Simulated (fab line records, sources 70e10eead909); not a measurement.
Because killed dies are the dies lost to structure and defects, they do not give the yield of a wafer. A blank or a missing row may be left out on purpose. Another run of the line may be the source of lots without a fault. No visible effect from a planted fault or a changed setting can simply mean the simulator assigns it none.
fab line records || flow nand-harc
record: {"lots": 5, "wafers": 15, "last-day": 26}
route steps=1159 shown P_CONTACT@217 END@1159
lots that met no fault: taken from a fault-free run of the same line
start-h: hours from the record's opening day to when the first of the lot's shown wafers began || wait-h: time in hours since the lot's previous step || " repeats the value in the row above || L1.1+2: one row covering several wafers at once || - no value, or no start was given || * or withheld: withheld || < > ~ a bound
route shown NAME@n: a module of which the file shows steps, and the number in the route of the first || usual: mean/standard deviation taken from wafers without a fault || same: alike in all rows || chamber/n: place in a boat || sites: the reading at each site || _std_site: standard deviation across them || _edge_site: the outer-site mean with the inner-site mean subtracted || radius-mm: how far each site lies from the wafer's centre || mask NAME#n: copy n || behind: tool/chamber where the wafer was last shaped || hold: why the lot went on hold/how many hours it stayed there/how the hold came to an end || device: whichever transistor did not switch (one of n, p or np) || end of line: the tests these same wafers got at the end of their route || a step without rows: its recipe alone || killed: dies lost to structure and defects at the first sort, not the wafer's yield || map: shows each die of a wafer: x if killed, . if not, _ if none is there
set.NAME: the setting the step ran with; set.NAME@STEP: the setting that earlier step ran with || model.NAME: the simulator's own value behind a step, which no gauge read
lots at some steps of the route; a table a step, a row a wafer
services: when a tool's chamber went out of use (start-h, in hours from the record's first day, below 0 if earlier), for how many hours, and the reason
== steps ==
step: NHARC_P_CONTACT_DEP_30
recipe: {"target-thk-a": 300, "temp-c": 400, "target-thk-nm": 30, "flow-sccm": 200, "rf-w": 450, "material": "SiNx"}
usual: {"heater-power-w": "726/79", "rf-fwd-power-W": "448.8/1.4"}
{"lot.wafer": "L989.1", "tool": "pecvd-02", "chamber": 1, "start-h": 138.12, "wait-h": 0.1, "heater-power-w": 628, "rf-fwd-power-W": 447.0, "since-wet-clean-h": 153}
{"lot.wafer": "L989.6", "tool": "pecvd-02", "chamber": 0, "start-h": 138.12, "wait-h": 0.1, "heater-power-w": 644, "rf-fwd-power-W": 448.2, "since-wet-clean-h": "-"}
{"lot.wafer": "L989.5", "tool": "pecvd-02", "chamber": 2, "start-h": 138.12, "wait-h": 0.1, "heater-power-w": 618, "rf-fwd-power-W": 450.2, "since-wet-clean-h": "-"}
{"lot.wafer": "L992.2", "tool": "pecvd-01", "chamber": 0, "start-h": 154.34, "wait-h": 0.1, "heater-power-w": 794, "rf-fwd-power-W": 449.4, "since-wet-clean-h": 85}
{"lot.wafer": "L992.1", "tool": "pecvd-01", "chamber": 1, "start-h": 154.34, "wait-h": 0.1, "heater-power-w": 715, "rf-fwd-power-W": 449.3, "since-wet-clean-h": 85}
{"lot.wafer": "L992.4", "tool": "pecvd-01", "chamber": 1, "start-h": 154.34, "wait-h": 0.1, "heater-power-w": 725, "rf-fwd-power-W": 450.8, "since-wet-clean-h": "-"}
{"lot.wafer": "L991.2", "tool": "pecvd-01", "chamber": 0, "start-h": 159.10, "wait-h": 0.1, "heater-power-w": 842, "rf-fwd-power-W": 447.9, "since-wet-clean-h": 90}
{"lot.wafer": "L991.3", "tool": "pecvd-01", "chamber": 1, "start-h": 159.10, "wait-h": 0.1, "heater-power-w": 652, "rf-fwd-power-W": 449.2, "since-wet-clean-h": 90}
{"lot.wafer": "L991.1", "tool": "pecvd-01", "chamber": 2, "start-h": 159.10, "wait-h": 0.1, "heater-power-w": 776, "rf-fwd-power-W": 448.1, "since-wet-clean-h": 90}
{"lot.wafer": "L104.2", "tool": "pecvd-03", "chamber": 2, "start-h": 223.99, "wait-h": 0.1, "heater-power-w": 832, "rf-fwd-power-W": 447.1, "since-wet-clean-h": 100}
{"lot.wafer": "L104.3", "tool": "pecvd-03", "chamber": 1, "start-h": 223.99, "wait-h": 0.1, "heater-power-w": 827, "rf-fwd-power-W": 449.6, "since-wet-clean-h": "-"}
{"lot.wafer": "L104.5", "tool": "pecvd-03", "chamber": 2, "start-h": 223.99, "wait-h": 0.1, "heater-power-w": 833, "rf-fwd-power-W": 446.6, "since-wet-clean-h": "-"}
{"lot.wafer": "L102.1", "tool": "pecvd-03", "chamber": 2, "start-h": 224.94, "wait-h": 0.1, "heater-power-w": 764, "rf-fwd-power-W": 448.2, "since-wet-clean-h": 101}
{"lot.wafer": "L102.4", "tool": "pecvd-03", "chamber": 2, "start-h": 224.94, "wait-h": 0.1, "heater-power-w": 766, "rf-fwd-power-W": 447.4, "since-wet-clean-h": "-"}
{"lot.wafer": "L102.6", "tool": "pecvd-03", "chamber": 1, "start-h": 224.94, "wait-h": 0.1, "heater-power-w": 768, "rf-fwd-power-W": 448.3, "since-wet-clean-h": "-"}
step: NHARC_P_CONTACT_DEP_00
recipe: {"target-thk-a": 5000, "temp-c": 400, "pressure-torr": 6.5, "rf-w": 900, "teos-flow-sccm": 161.4, "flow-sccm": 2650, "target-thk-nm": 500, "gas": "O2", "material": "SiO2"}
usual: {"heater-power-w": "580/84", "rf-fwd-power-W": "897.7/2.5", "showerhead-vpp-V": "1865/100", "throttle-valve-pct": "15.6/0.57"}
{"lot.wafer": "L989.1", "tool": "pecvd-02", "chamber": 1, "start-h": "-", "wait-h": "-", "heater-power-w": 530, "rf-fwd-power-W": 900.2, "showerhead-vpp-V": 1733, "since-wet-clean-h": 153, "throttle-valve-pct": 15.6}
{"lot.wafer": "L989.6", "tool": "pecvd-02", "chamber": 0, "start-h": "-", "wait-h": "-", "heater-power-w": 458, "rf-fwd-power-W": 896.8, "showerhead-vpp-V": 1797, "since-wet-clean-h": "-", "throttle-valve-pct": 15.0}
{"lot.wafer": "L989.5", "tool": "pecvd-02", "chamber": 2, "start-h": "-", "wait-h": "-", "heater-power-w": 387, "rf-fwd-power-W": 899.4, "showerhead-vpp-V": 1941, "since-wet-clean-h": "-", "throttle-valve-pct": 15.1}
{"lot.wafer": "L992.2", "tool": "pecvd-01", "chamber": 0, "start-h": "-", "wait-h": "-", "heater-power-w": 591, "rf-fwd-power-W": 896.9, "showerhead-vpp-V": 1819, "since-wet-clean-h": 85, "throttle-valve-pct": 15.7}
{"lot.wafer": "L992.1", "tool": "pecvd-01", "chamber": 1, "start-h": "-", "wait-h": "-", "heater-power-w": 592, "rf-fwd-power-W": 899.8, "showerhead-vpp-V": 1767, "since-wet-clean-h": 85, "throttle-valve-pct": 15.5}
{"lot.wafer": "L992.4", "tool": "pecvd-01", "chamber": 1, "start-h": "-", "wait-h": "-", "heater-power-w": 605, "rf-fwd-power-W": 896.1, "showerhead-vpp-V": 1773, "since-wet-clean-h": "-", "throttle-valve-pct": 15.3}
{"lot.wafer": "L991.2", "tool": "pecvd-01", "chamber": 0, "start-h": "-", "wait-h": "-", "heater-power-w": 662, "rf-fwd-power-W": 895.1, "showerhead-vpp-V": 1803, "since-wet-clean-h": 90, "throttle-valve-pct": 15.6}
{"lot.wafer": "L991.3", "tool": "pecvd-01", "chamber": 1, "start-h": "-", "wait-h": "-", "heater-power-w": 572, "rf-fwd-power-W": 893.5, "showerhead-vpp-V": 1793, "since-wet-clean-h": 90, "throttle-valve-pct": 15.5}
{"lot.wafer": "L991.1", "tool": "pecvd-01", "chamber": 2, "start-h": "-", "wait-h": "-", "heater-power-w": 699, "rf-fwd-power-W": 902.2, "showerhead-vpp-V": 1859, "since-wet-clean-h": 90, "throttle-valve-pct": 15.5}
{"lot.wafer": "L104.2", "tool": "pecvd-03", "chamber": 2, "start-h": 224.34, "wait-h": 0.3, "heater-power-w": 618, "rf-fwd-power-W": 895.9, "showerhead-vpp-V": 2119, "since-wet-clean-h": 100, "throttle-valve-pct": 16.7}
{"lot.wafer": "L104.3", "tool": "pecvd-03", "chamber": 1, "start-h": 224.34, "wait-h": 0.3, "heater-power-w": 642, "rf-fwd-power-W": 895.4, "showerhead-vpp-V": 1945, "since-wet-clean-h": "-", "throttle-valve-pct": 15.5}
{"lot.wafer": "L104.5", "tool": "pecvd-03", "chamber": 2, "start-h": 224.34, "wait-h": 0.3, "heater-power-w": 649, "rf-fwd-power-W": 897.1, "showerhead-vpp-V": 2088, "since-wet-clean-h": "-", "throttle-valve-pct": 16.7}
{"lot.wafer": "L102.1", "tool": "pecvd-03", "chamber": 2, "start-h": 225.29, "wait-h": 0.3, "heater-power-w": 603, "rf-fwd-power-W": 902.5, "showerhead-vpp-V": 2056, "since-wet-clean-h": 101, "throttle-valve-pct": 16.3}
{"lot.wafer": "L102.4", "tool": "pecvd-03", "chamber": 2, "start-h": 225.29, "wait-h": 0.3, "heater-power-w": 647, "rf-fwd-power-W": 898.9, "showerhead-vpp-V": 2115, "since-wet-clean-h": "-", "throttle-valve-pct": 16.7}
{"lot.wafer": "L102.6", "tool": "pecvd-03", "chamber": 1, "start-h": 225.29, "wait-h": 0.3, "heater-power-w": 567, "rf-fwd-power-W": 896.5, "showerhead-vpp-V": 1936, "since-wet-clean-h": "-", "throttle-valve-pct": 15.4}
step: NHARC_P_CONTACT_CMP_01
recipe: {"target-thk-nm": 200, "material": "SiO2"}
usual: {"motor-current-A": "12.0/1.1"}
{"lot.wafer": "L989.1", "tool": "cmp-01", "chamber": 1, "start-h": 138.87, "wait-h": "-", "motor-current-A": 12.0}
{"lot.wafer": "L989.5", "tool": "cmp-01", "chamber": 2, "start-h": 138.87, "wait-h": "-", "motor-current-A": 13.7}
{"lot.wafer": "L989.6", "tool": "cmp-01", "chamber": 3, "start-h": 138.87, "wait-h": "-", "motor-current-A": 10.8}
{"lot.wafer": "L992.4", "tool": "cmp-01", "chamber": 2, "start-h": 155.07, "wait-h": "-", "motor-current-A": 13.8}
{"lot.wafer": "L992.2", "tool": "cmp-01", "chamber": 3, "start-h": 155.07, "wait-h": "-", "motor-current-A": 10.6}
{"lot.wafer": "L992.1", "tool": "cmp-01", "chamber": 0, "start-h": 155.07, "wait-h": "-", "motor-current-A": 12.8}
{"lot.wafer": "L991.2", "tool": "cmp-04", "chamber": 2, "start-h": 159.81, "wait-h": "-", "motor-current-A": 12.3}
{"lot.wafer": "L991.1", "tool": "cmp-04", "chamber": 0, "start-h": 159.81, "wait-h": "-", "motor-current-A": 11.4}
{"lot.wafer": "L991.3", "tool": "cmp-04", "chamber": 1, "start-h": 159.81, "wait-h": "-", "motor-current-A": 12.8}
{"lot.wafer": "L104.2", "tool": "cmp-03", "chamber": 3, "start-h": 224.95, "wait-h": 0.5, "motor-current-A": 10.7}
{"lot.wafer": "L104.3", "tool": "cmp-03", "chamber": 0, "start-h": 224.95, "wait-h": 0.5, "motor-current-A": 13.1}
{"lot.wafer": "L104.5", "tool": "cmp-03", "chamber": 0, "start-h": 224.95, "wait-h": 0.5, "motor-current-A": 12.2}
{"lot.wafer": "L102.4", "tool": "cmp-03", "chamber": 3, "start-h": 225.90, "wait-h": 0.4, "motor-current-A": 11.0}
{"lot.wafer": "L102.1", "tool": "cmp-03", "chamber": 0, "start-h": 225.90, "wait-h": 0.4, "motor-current-A": 11.9}
{"lot.wafer": "L102.6", "tool": "cmp-03", "chamber": 0, "start-h": 225.90, "wait-h": 0.4, "motor-current-A": 11.9}
step: NHARC_P_CONTACT_SRD_03
step: NHARC_P_CONTACT_DEHYDRATE_04
recipe: {"temp-c": 150, "time-s": 120}
step: NHARC_P_CONTACT_HMDS_05
recipe: {"time-s": 30}
step: NHARC_P_CONTACT_COAT_33
recipe: {"temp-c": 260, "time-s": 75}
step: NHARC_P_CONTACT_COAT_34
recipe: {"temp-c": 225, "time-s": 65}
step: NHARC_P_CONTACT_COAT_06
recipe: {"spin-rpm": 1500, "resist-thk-nm": 90}
step: NHARC_P_CONTACT_SOFTBAKE_07
recipe: {"temp-c": 105, "time-s": 55}
step: NHARC_P_CONTACT_EBR_08
step: NHARC_P_CONTACT_EXPOSE_09
recipe: {"na": 1.35, "target-cd-nm": 90, "dose-mj": 81.26, "mask-id": "P_CA"}
{"lot.wafer": "L989.1+5+6", "tool": "arfi-scanner-01", "chamber": 0, "start-h": 139.35, "wait-h": "-", "mask": "P_CA#0"}
{"lot.wafer": "L992.1+2+4", "tool": "arfi-scanner-02", "chamber": 0, "start-h": 155.74, "wait-h": "-", "mask": "P_CA_R1#0"}
{"lot.wafer": "L991.1+2+3", "tool": "arfi-scanner-02", "chamber": 0, "start-h": 160.38, "wait-h": "-", "mask": "P_CA#0"}
{"lot.wafer": "L104.2+3+5", "tool": "arfi-scanner-02", "chamber": 0, "start-h": 225.65, "wait-h": "-", "mask": "P_CA#0"}
{"lot.wafer": "L102.1+4+6", "tool": "arfi-scanner-02", "chamber": 0, "start-h": 226.60, "wait-h": "-", "mask": "P_CA#0"}
step: NHARC_P_CONTACT_PEB_10
recipe: {"peb-temp-c": 100, "peb-time-s": 65}
step: NHARC_END_SORT_01
recipe: {"temp-c": 25}
usual: {"killed-at-array": "27/12", "killed-at-other": "0.9/1.1", "killed-at-periphery": "3.2/2.4", "killed-dies": "31/12", "killed-open": "3.3/1.7", "killed-short": "2.0/1.6"}
same: {"gross-dies": 677}
{"lot.wafer": "L992.1", "tool": "prober-01", "chamber": 0, "start-h": 555.81, "wait-h": 2.5, "killed-at-array": 20, "killed-at-other": 1, "killed-at-periphery": 3, "killed-dies": 24, "killed-open": 5, "killed-short": 1}
{"lot.wafer": "L992.2", "tool": "prober-01", "chamber": 0, "start-h": 556.62, "wait-h": 2.8, "killed-at-array": 17, "killed-at-other": 3, "killed-at-periphery": 5, "killed-dies": 25, "killed-open": 4, "killed-short": 1}
{"lot.wafer": "L992.4", "tool": "prober-01", "chamber": 0, "start-h": 558.22, "wait-h": 3.4, "killed-at-array": 24, "killed-at-other": 1, "killed-at-periphery": 3, "killed-dies": 28, "killed-open": 3, "killed-short": 3}
{"lot.wafer": "L991.1", "tool": "prober-01", "chamber": 0, "start-h": 563.68, "wait-h": 2.5, "killed-at-array": 27, "killed-at-other": 1, "killed-at-periphery": 8, "killed-dies": 36, "killed-open": 1, "killed-short": 2}
{"lot.wafer": "L991.2", "tool": "prober-01", "chamber": 0, "start-h": 564.47, "wait-h": 2.8, "killed-at-array": 29, "killed-at-other": 0, "killed-at-periphery": 2, "killed-dies": 31, "killed-open": 4, "killed-short": 4}
{"lot.wafer": "L991.3", "tool": "prober-01", "chamber": 0, "start-h": 565.27, "wait-h": 3.1, "killed-at-array": 30, "killed-at-other": 1, "killed-at-periphery": 3, "killed-dies": 34, "killed-open": 2, "killed-short": 2}
{"lot.wafer": "L104.2", "tool": "prober-01", "chamber": 0, "start-h": 603.29, "wait-h": 2.8, "killed-at-array": 16, "killed-at-other": 0, "killed-at-periphery": 2, "killed-dies": 18, "killed-open": 5, "killed-short": 1}
{"lot.wafer": "L104.3", "tool": "prober-01", "chamber": 0, "start-h": 604.10, "wait-h": 3.1, "killed-at-array": 17, "killed-at-other": 0, "killed-at-periphery": 1, "killed-dies": 18, "killed-open": 4, "killed-short": 1}
{"lot.wafer": "L104.5", "tool": "prober-01", "chamber": 0, "start-h": 605.71, "wait-h": 3.7, "killed-at-array": 18, "killed-at-other": 1, "killed-at-periphery": 2, "killed-dies": 21, "killed-open": 4, "killed-short": 3}
{"lot.wafer": "L102.1", "tool": "prober-01", "chamber": 0, "start-h": 610.32, "wait-h": 2.5, "killed-at-array": 50, "killed-at-other": 1, "killed-at-periphery": 3, "killed-dies": 54, "killed-open": 4, "killed-short": 2}
{"lot.wafer": "L102.4", "tool": "prober-01", "chamber": 0, "start-h": 612.72, "wait-h": 3.4, "killed-at-array": 49, "killed-at-other": 0, "killed-at-periphery": 2, "killed-dies": 51, "killed-open": 4, "killed-short": 0}
{"lot.wafer": "L102.6", "tool": "prober-01", "chamber": 0, "start-h": 614.33, "wait-h": 4.0, "killed-at-array": 57, "killed-at-other": 2, "killed-at-periphery": 3, "killed-dies": 62, "killed-open": 5, "killed-short": 2}
killed by level:class
L992.1 A_CHANNEL_HOLE_D1:chamber-film-flake=13 A_SGD_CUT:geometric-particle:open=2 A_WL_FILL:chamber-film-flake=2 P_GATE:geometric-particle:open=1 A_SOURCE_PLATE:geometric-particle:open=1 A_WL_FILL:geometric-particle:short=1 A_CONTACT:geometric-particle:open=1 P_STI:chamber-film-flake=1
L992.2 A_CHANNEL_HOLE_D1:chamber-film-flake=12 THIN_TSV:chamber-film-flake=3 P_M1:chamber-film-flake=2 A_WL_FILL:chamber-film-flake=2 P_GATE:geometric-particle:open=1 P_M0:geometric-particle:open=1 A_WL_FILL:geometric-particle:short=1 A_WL_FILL:geometric-particle:open=1
L992.4 A_CHANNEL_HOLE_D1:chamber-film-flake=18 A_WL_FILL:geometric-particle:open=2 P_STI:geometric-particle:short=1 A_CHANNEL_HOLE_D1:geometric-particle:short=1 A_WL_FILL:geometric-particle:short=1 A_BLC:geometric-particle:open=1 P_GATE:chamber-film-flake=1 P_M1:chamber-film-flake=1
L991.1 A_SLIT:chamber-film-flake=10 P_M1:chamber-film-flake=4 A_CHANNEL_HOLE_D1:chamber-film-flake=4 A_WL_FILL:chamber-film-flake=4 P_STI:chamber-film-flake=3 A_BONDPAD:chamber-film-flake=3 A_STAIRCASE:chamber-film-flake=2 A_CONTACT:chamber-film-flake=2
L991.2 A_SLIT:chamber-film-flake=12 A_CONTACT:chamber-film-flake=4 A_WL_FILL:geometric-particle:short=2 A_CONTACT:geometric-particle:open=2 A_M0:geometric-particle:short=2 A_WL_FILL:chamber-film-flake=2 A_BONDPAD:chamber-film-flake=2 A_SGD_CUT:geometric-particle:open=1
L991.3 A_SLIT:chamber-film-flake=15 A_CONTACT:chamber-film-flake=4 P_M1:chamber-film-flake=3 A_ZERO_WELL:chamber-film-flake=2 A_CHANNEL_HOLE_D1:chamber-film-flake=2 A_STAIRCASE:chamber-film-flake=2 A_CHANNEL_FILL_D1:geometric-particle:short=1 A_WL_FILL:geometric-particle:short=1
L104.2 A_CHANNEL_HOLE_D1:chamber-film-flake=6 A_STAIRCASE:chamber-film-flake=3 A_WL_FILL:chamber-film-flake=2 P_GATE:geometric-particle:open=1 P_CONTACT:geometric-particle:open=1 A_STAIRCASE:geometric-particle:open=1 A_WL_FILL:geometric-particle:short=1 A_M0:geometric-particle:open=1
L104.3 A_CHANNEL_HOLE_D1:chamber-film-flake=6 A_STAIRCASE:chamber-film-flake=2 A_WL_FILL:chamber-film-flake=2 A_SOURCE_PLATE:geometric-particle:open=1 A_ONON_D1:geometric-particle:open=1 A_ONON_D1:geometric-particle:short=1 A_CHANNEL_HOLE_D1:geometric-particle:open=1 A_SGD_CUT:geometric-particle:open=1
L104.5 A_STAIRCASE:chamber-film-flake=6 A_CHANNEL_HOLE_D1:chamber-film-flake=5 A_CHANNEL_FILL_D1:geometric-particle:open=2 P_M0:geometric-particle:open=1 A_CHANNEL_FILL_D1:geometric-particle:short=1 A_SGD_CUT:geometric-particle:short=1 A_M0:geometric-particle:open=1 STARTING-WAFER:geometric-particle:short=1
L102.1 A_SLIT:chamber-film-flake=22 A_CHANNEL_HOLE_D1:chamber-film-flake=19 A_CONTACT:chamber-film-flake=3 A_CONTACT:geometric-particle:open=2 P_STI:geometric-particle:short=1 P_M0:geometric-particle:open=1 A_SOURCE_PLATE:geometric-particle:open=1 A_SGD_CUT:geometric-particle:short=1
L102.4 A_SLIT:chamber-film-flake=24 A_CHANNEL_HOLE_D1:chamber-film-flake=15 A_STAIRCASE:chamber-film-flake=5 P_CONTACT:geometric-particle:open=1 A_SGD_CUT:geometric-particle:open=1 A_CONTACT:geometric-particle:open=1 A_M0:geometric-particle:open=1 P_ZERO_WELL:chamber-film-flake=1
L102.6 A_CHANNEL_HOLE_D1:chamber-film-flake=26 A_SLIT:chamber-film-flake=19 A_CONTACT:chamber-film-flake=5 P_ZERO_WELL:chamber-film-flake=2 A_CHANNEL_FILL_D1:chamber-film-flake=2 P_CONTACT:geometric-particle:open=1 A_SOURCE_PLATE:geometric-particle:short=1 A_CHANNEL_FILL_D1:geometric-particle:open=1
== services ==
{"tool": "arfi-scanner-01", "chamber": "-", "start-h": 116.44, "hours": 1.5, "kind": "repair"}
{"tool": "pecvd-03", "chamber": 0, "start-h": 124.20, "hours": "-", "kind": "clean"}
{"tool": "pecvd-03", "chamber": 1, "start-h": 124.20, "hours": "-", "kind": "clean"}
{"tool": "pecvd-03", "chamber": 2, "start-h": 124.20, "hours": "-", "kind": "clean"}
{"tool": "arfi-scanner-01", "chamber": "-", "start-h": 145.34, "hours": 1.3, "kind": "repair"}
{"tool": "arfi-scanner-02", "chamber": "-", "start-h": 147.10, "hours": 2.1, "kind": "repair"}
{"tool": "pecvd-02", "chamber": "-", "start-h": 153.00, "hours": 13.0, "kind": "pm"}
{"tool": "pecvd-02", "chamber": 0, "start-h": 153.00, "hours": 13.0, "kind": "vent-cycle"}
{"tool": "pecvd-02", "chamber": 1, "start-h": 153.00, "hours": 13.0, "kind": "vent-cycle"}
{"tool": "pecvd-02", "chamber": 2, "start-h": 153.00, "hours": 13.0, "kind": "vent-cycle"}
{"tool": "cmp-03", "chamber": "-", "start-h": 156.12, "hours": 4.0, "kind": "pm"}
{"tool": "cmp-03", "chamber": "-", "start-h": 160.12, "hours": "-", "kind": "consumable-replace:conditioner"}
{"tool": "cmp-03", "chamber": "-", "start-h": 160.12, "hours": "-", "kind": "consumable-replace:pad"}
{"tool": "pecvd-02", "chamber": 0, "start-h": 166.00, "hours": "-", "kind": "clean"}
{"tool": "pecvd-02", "chamber": 1, "start-h": 166.00, "hours": "-", "kind": "clean"}
{"tool": "pecvd-02", "chamber": 2, "start-h": 166.00, "hours": "-", "kind": "clean"}
{"tool": "cmp-01", "chamber": "-", "start-h": 179.50, "hours": 4.0, "kind": "pm"}
{"tool": "arfi-scanner-01", "chamber": "-", "start-h": 196.00, "hours": 4.0, "kind": "pm"}
{"tool": "pecvd-01", "chamber": "-", "start-h": 197.14, "hours": 2.9, "kind": "repair"}
{"tool": "cmp-04", "chamber": "-", "start-h": 203.07, "hours": 4.0, "kind": "pm"}
{"tool": "cmp-04", "chamber": "-", "start-h": 208.22, "hours": 0.2, "kind": "repair"}
{"tool": "cmp-01", "chamber": "-", "start-h": 210.32, "hours": 0.6, "kind": "repair"}
{"tool": "pecvd-02", "chamber": 1, "start-h": 220.50, "hours": 8.3, "kind": "repair"}
{"tool": "pecvd-03", "chamber": 0, "start-h": 221.68, "hours": 15.8, "kind": "repair"}
== key ==
first-sign: {"step": "NHARC_P_CONTACT_EXPOSE_09", "reading": "mask", "direction": "changed"}
effect none on later readings
met-at NHARC_P_CONTACT_EXPOSE_09
struck-wafers L992.1,L992.2,L992.4
tester-left-out L992
fault: {"kind": "wrong-mask", "tool": "any", "chamber": "-", "onset-h": 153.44, "steps": "NHARC_P_CONTACT_EXPOSE_09", "aux-copy": "P_CA_R1#0", "cd-offset-nm": 1.0425, "scope": "struck-lots-only"}
tester-left-out: of these lots the tester's yield and bins aren't shown, on N5 and GAA mostly nor the transistor test; their killed dies are dies lost to structure and defects alone, not to doping, threshold or leakage, so they don't give the yield
